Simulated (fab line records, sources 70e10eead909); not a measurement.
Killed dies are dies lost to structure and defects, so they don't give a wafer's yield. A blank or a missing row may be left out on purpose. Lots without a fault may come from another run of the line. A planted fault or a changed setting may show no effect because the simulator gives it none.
fab line records | flow nand_harc
record lots=15 wafers=45 last_day=24
route steps=1159 shown P_STI@109 P_GATE@150 P_CONTACT@233
lots that met no fault: from a run of the same line without faults
start_h: hours from the record's first day to the start of the lot's first wafer shown | wait_h: hours since the lot's step before | " the same as in the row above | L1.1+2: a row that stands for several wafers | - no value, or no start given | * or withheld: withheld | < > ~ a bound
route shown NAME@n: a module of which the file shows steps, and the number in the route of the first | usual: mean/standard deviation of fault-free wafers | same: alike in all rows | chamber/n: place in a boat | sites: the reading at each site | _std_site: their standard deviation | _edge_site: outer sites' mean less inner sites' | radius_mm: how far each site lies from the wafer's centre | mask NAME#n: copy n | behind: the tool/chamber that last shaped the wafer | hold: why the lot was held/for how many hours/how that ended | device: the transistor (n, p or np) that didn't switch | end of line: the same wafers' tests at the end of the route | a step without rows: its recipe alone | killed: dies lost to structure and defects at the first sort, not the wafer's yield | map: a wafer's dies, x killed, . not, _ none there
set.NAME: the setting as run; set.NAME@STEP: as run at that earlier step | model.NAME: the simulator's own value behind a step, which no gauge read
steps of the route over a sample of lots; a table a step, a row a wafer
services: from which hour (start_h, from the record's first day; less than 0 if before it) a tool's chamber was out of use, for how many hours, and why
## steps
# step NHARC_P_STI_INSPECT_25
# usual raw_defect_count=202/91
# columns lot.wafer tool chamber start_h wait_h raw_defect_count
L354.1 defect_inspect-02 - 61.38 0.4 167
L354.3 " - " " 196
L354.4 " - " " 140
L353.1 defect_inspect-01 - 61.38 0.4 140
L353.5 " - " " 251
L353.6 " - " " 265
L356.1 defect_inspect-02 - 79.56 0.4 202
L356.5 " - " " 250
L356.6 " - " " 249
L357.3 defect_inspect-02 - 88.21 0.4 236
L357.4 " - " " 217
L357.6 " - " " 109
L358.1 defect_inspect-02 - 97.58 0.4 113
L358.2 " - " " 118
L358.3 " - " " 109
L359.2 defect_inspect-01 - 97.58 0.4 92
L359.5 " - " " 193
L359.6 " - " " 121
L360.3 defect_inspect-01 - 110.57 0.4 133
L360.4 " - " " 116
L360.5 " - " " 180
L361.1 defect_inspect-02 - 110.57 0.4 201
L361.3 " - " " 274
L361.5 " - " " 169
L363.3 defect_inspect-01 - 129.30 0.4 366
L363.4 " - " " 253
L363.6 " - " " 190
L365.1 defect_inspect-02 - 143.42 0.4 339
L365.3 " - " " 217
L365.6 " - " " 254
L364.3 defect_inspect-02 - 143.45 0.4 217
L364.5 " - " " 311
L364.6 " - " " 193
L366.3 defect_inspect-01 - 143.45 0.4 252
L366.5 " - " " 239
L366.6 " - " " 138
L367.1 defect_inspect-01 - 150.64 0.4 92
L367.3 " - " " 130
L367.4 " - " " 108
L368.1 defect_inspect-01 - 158.18 0.4 161
L368.4 " - " " 347
L368.5 " - " " 267
L376.3 defect_inspect-02 - 202.73 0.4 118
L376.4 " - " " 139
L376.5 " - " " 185
# step NHARC_P_GATE_STRIP_108
# recipe o2_flow_sccm=500 ar_flow_sccm=0 bias_w=0 chemistry=O2
# usual drypump_motor_current_A=5.6/0.41 oes_product_au=1.000/0.015 rf_vpp_V=57.7/0.92 showerhead_plenum_p_Torr=3.50/0.14 throttle_valve_pct=17.036/0.0092
# columns lot.wafer tool chamber start_h wait_h drypump_motor_current_A oes_product_au rf_hours_counter_h rf_vpp_V showerhead_plenum_p_Torr throttle_valve_pct
L354.1 rie_diel-01 0 87.91 - 5.8 0.995 41 57.6 3.65 17.024
L354.4 " 1 " " 5.3 0.989 43 57.7 3.29 17.041
L354.3 " 2 " " 6.2 0.998 42 59.1 3.63 17.045
L353.1 rie_diel-03 2 88.42 - 6.2 1.023 7 59.6 3.32 17.031
L353.5 " 1 " " 5.4 1.002 - 58.6 3.63 17.043
L353.6 " 2 " " 6.2 1.032 - 56.1 3.32 17.017
L356.1 rie_diel-03 1 102.75 - 5.4 1.008 10 57.3 3.63 17.028
L356.5 " 2 " " 6.2 1.042 - 56.9 3.32 17.033
L356.6 " 1 " " 5.4 1.007 - 57.0 3.63 17.033
L357.4 rie_diel-01 3 111.47 - 5.0 0.993 47 56.1 3.37 17.045
L357.3 " 1 " " 5.3 0.995 48 55.9 3.29 17.022
L357.6 " 3 " " 5.0 0.982 - 57.7 3.37 17.037
L358.1 rie_diel-03 2 128.53 - 6.2 1.024 16 55.9 3.31 17.052
L358.2 " 0 " " 5.1 0.998 15 57.5 3.47 17.043
L358.3 " 1 " " 5.4 1.005 17 58.1 3.63 17.030
L359.2 rie_diel-01 3 128.60 - 5.0 0.984 52 57.3 3.37 17.030
L359.6 " 1 " " 5.3 0.984 - 57.7 3.28 17.038
L359.5 " 2 " " 6.1 0.973 - 57.0 3.62 17.030
L361.3 rie_diel-03 3 141.30 - 5.8 1.000 18 57.2 3.38 17.023
L361.1 " 1 " " 5.4 0.998 20 58.2 3.63 17.033
L361.5 " 0 " " 5.1 0.994 - 56.8 3.47 17.045
L360.3 rie_diel-03 2 141.97 - 6.2 1.037 19 56.8 3.31 17.037
L360.4 " 0 " " 5.1 0.988 18 57.9 3.47 17.047
L360.5 " 2 " " 6.2 1.036 - 57.4 3.31 17.016
L363.3 rie_diel-04 3 156.67 - 5.6 0.987 17 57.1 3.59 17.033
L363.4 " 0 " " 5.0 1.010 15 58.8 3.73 17.015
L363.6 " 3 " " 5.6 0.992 - 57.7 3.59 17.040
L364.3 rie_diel-03 1 169.06 - 5.4 1.009 26 57.7 3.62 17.039
L364.5 " 2 " " 6.2 1.028 - 57.8 3.31 17.026
L364.6 " 3 " " 5.8 0.991 - 55.3 3.37 17.037
L365.1 rie_diel-03 1 169.35 - 5.4 0.992 26 58.9 3.62 17.069
L365.3 " 3 " " 5.8 0.999 22 57.5 3.37 17.026
L365.6 " 1 " " 5.4 0.991 - 58.7 3.62 17.025
L366.3 rie_diel-01 1 170.46 - 5.3 1.020 7 58.1 3.80 17.033
L366.6 " 2 " " 6.1 1.015 - 57.8 3.61 17.051
L366.5 " 3 " " 5.0 0.981 - 58.3 3.36 17.036
L367.1 rie_diel-01 0 176.57 - 5.8 1.000 8 58.3 3.64 17.030
L367.3 " 1 " " 5.4 1.012 8 57.8 3.80 17.027
L367.4 " 2 " " 6.1 1.011 9 58.1 3.61 17.034
L368.1 rie_diel-03 0 185.04 - 5.2 1.004 25 58.2 3.47 17.045
L368.4 " 2 " " 6.2 1.039 25 57.2 3.31 17.044
L368.5 " 0 " " 5.1 0.988 - 57.9 3.47 17.032
L376.4 rie_diel-04 3 226.69 - 5.6 0.990 47 58.5 3.58 17.040
L376.3 " 0 " " 5.0 1.010 45 57.4 3.71 17.030
L376.5 " 2 " " 5.4 0.998 - 57.5 3.48 17.044
# step NHARC_P_GATE_PEB_44
# recipe peb_temp_c=118 peb_time_s=85
# usual chill_plate_temp_C=23.01/0.1 exhaust_pa=45.0/1
# columns lot.wafer tool chamber start_h wait_h chill_plate_temp_C exhaust_pa
L354.1 litho_track-07 0 98.86 0.1 23.18 44.0
L354.3 " 0 " " 23.22 45.5
L354.4 " 0 " " 23.13 43.2
L353.1 litho_track-05 0 99.36 0.1 22.88 44.9
L353.5 " 0 " " 22.97 45.8
L353.6 " 0 " " 22.95 46.8
L356.1 litho_track-05 0 113.77 0.1 22.93 43.9
L356.5 " 0 " " 22.98 43.2
L356.6 " 0 " " 23.03 43.8
L357.3 litho_track-05 0 122.59 0.1 23.04 44.7
L357.4 " 0 " " 23.00 45.9
L357.6 " 0 " " 22.97 44.5
L358.1 litho_track-07 0 139.52 0.1 23.01 45.3
L358.2 " 0 " " 22.97 44.6
L358.3 " 0 " " 23.00 44.0
L359.2 litho_track-05 0 141.63 0.1 22.83 44.3
L359.5 " 0 " " 22.83 44.5
L359.6 " 0 " " 22.85 43.9
L361.1 litho_track-05 0 152.43 0.1 23.01 45.1
L361.3 " 0 " " 22.87 43.1
L361.5 " 0 " " 23.03 43.9
L360.3 litho_track-02 0 155.25 0.1 23.10 44.7
L360.4 " 0 " " 22.73 44.9
L360.5 " 0 " " 22.95 44.3
L363.3 litho_track-07 0 167.66 0.1 22.98 45.2
L363.4 " 0 " " 23.03 45.5
L363.6 " 0 " " 22.97 44.0
L364.3 litho_track-07 0 180.14 0.1 22.86 45.8
L364.5 " 0 " " 22.90 45.2
L364.6 " 0 " " 22.84 45.2
L365.1 litho_track-07 0 180.47 0.1 22.84 44.4
L365.3 " 0 " " 22.75 44.4
L365.6 " 0 " " 22.95 44.7
L366.3 litho_track-07 - 181.48 0.1 - -
L366.5 " - " " - -
L366.6 " - " " - -
L367.1 litho_track-05 - 187.56 0.1 - -
L367.3 " - " " - -
L367.4 " - " " - -
L368.1 litho_track-02 - 196.03 0.1 - -
L368.4 " - " " - -
L368.5 " - " " - -
L376.3 litho_track-07 0 237.80 0.1 23.04 44.7
L376.4 " 0 " " 23.06 45.8
L376.5 " 0 " " 22.98 46.1
# step NHARC_P_CONTACT_OVL_MEAS_13
# usual overlay_x_nm=0.0/0.9 overlay_y_nm=0.2/0.61
# columns lot.wafer tool chamber start_h wait_h overlay_x_nm overlay_y_nm
L354.1 overlay-02 - 107.31 - 0.0 0.2
L354.3 " - " " -0.6 0.7
L354.4 " - " " -0.3 -0.2
L353.1 overlay-02 - 109.21 - 0.6 0.3
L353.5 " - " " 0.4 0.8
L353.6 " - " " 0.6 0.5
L356.1 overlay-02 - 121.81 - -0.5 0.3
L356.5 " - " " -0.5 0.9
L356.6 " - " " -0.5 0.6
L357.3 overlay-02 - 130.84 - -0.2 0.7
L357.4 " - " " -0.2 1.6
L357.6 " - " " -0.7 1.1
L358.1 overlay-02 - 148.02 - 1.9 0.9
L358.2 " - " " 0.8 -0.1
L358.3 " - " " 1.5 0.4
L359.2 overlay-02 - 149.91 - -0.4 -0.1
L359.5 " - " " -0.7 1.1
L359.6 " - " " -0.6 0.5
L361.1 overlay-02 - 161.13 - -1.1 -0.5
L361.3 " - " " -1.5 -0.3
L361.5 " - " " -0.9 -0.4
L360.3 overlay-02 - 163.45 - 0.4 0.3
L360.4 " - " " 0.2 1.0
L360.5 " - " " 0.5 0.5
L363.3 overlay-02 - 175.94 - 0.5 -0.5
L363.4 " - " " 0.7 -0.3
L363.6 " - " " 1.1 -0.4
L364.3 overlay-01 - 188.85 - -0.3 -0.3
L364.5 " - " " 0.5 -0.2
L364.6 " - " " -0.2 0.5
L365.1 overlay-02 - 189.74 - 0.2 -1.3
L365.3 " - " " 0.0 -1.1
L365.6 " - " " 0.0 -0.9
L376.3 overlay-02 - 246.16 - -0.5 -0.2
L376.4 " - " " -0.2 -0.1
L376.5 " - " " -0.6 0.6
## services
# columns tool chamber start_h hours kind
rie_diel-03 0 63.97 4.9 repair
rie_diel-03 0 71.82 - clean
rie_diel-03 1 71.82 - clean
rie_diel-03 2 71.82 - clean
rie_diel-03 3 71.82 - clean
rie_diel-01 3 75.13 5.3 repair
rie_diel-01 2 75.70 5.0 repair
rie_diel-03 0 96.32 - clean
rie_diel-03 1 96.32 - clean
rie_diel-03 2 96.32 - clean
rie_diel-03 3 96.32 - clean
rie_diel-04 - 111.97 9.0 pm
rie_diel-03 0 120.82 - clean
rie_diel-03 1 120.82 - clean
rie_diel-03 2 120.82 - clean
rie_diel-03 3 120.82 - clean
rie_diel-01 - 137.80 9.0 pm
rie_diel-03 0 145.36 - clean
litho_track-02 - 165.00 7.0 pm
rie_diel-01 - 168.95 1.2 repair
rie_diel-03 0 177.10 7.7 repair
rie_diel-03 - 215.33 9.0 pm
rie_diel-03 0 231.57 7.3 repair
litho_track-05 - 237.00 7.0 pm
## key
first_sign step=NHARC_P_GATE_PEB_44 reading=tool_record direction=missing
effect none on later readings
met_at NHARC_P_GATE_PEB_44
struck_lots L366,L367,L368
later_rows_left_out L366.3,L366.5,L366.6,L367.1,L367.3,L367.4,L368.1,L368.4,L368.5
sort_left_out L366.3,L366.5,L366.6,L367.1,L367.3,L367.4,L368.1,L368.4,L368.5
tester_left_out L366,L367,L368
not_acting_at NHARC_P_STI_INSPECT_25,NHARC_P_GATE_STRIP_108,NHARC_P_CONTACT_OVL_MEAS_13
onset_between 180.47 181.48
fault kind=skipped_step_whole tool=litho_track-02,litho_track-05,litho_track-07 chamber=- onset_h=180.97 steps=NHARC_P_GATE_PEB_44 scope=struck_lots_only
# tester_left_out: of these lots the tester's yield and bins aren't shown, on N5 and GAA mostly nor the transistor test; their killed dies are dies lost to structure and defects alone, not to doping, threshold or leakage, so they don't give the yield
# sort_left_out: the simulated sort isn't trusted on such a fault, so these wafers' sort isn't shown, and their yield isn't known
# later_rows_left_out: the simulator's readings of these wafers behind a module that went badly wrong aren't trusted and aren't shown, but for the sort
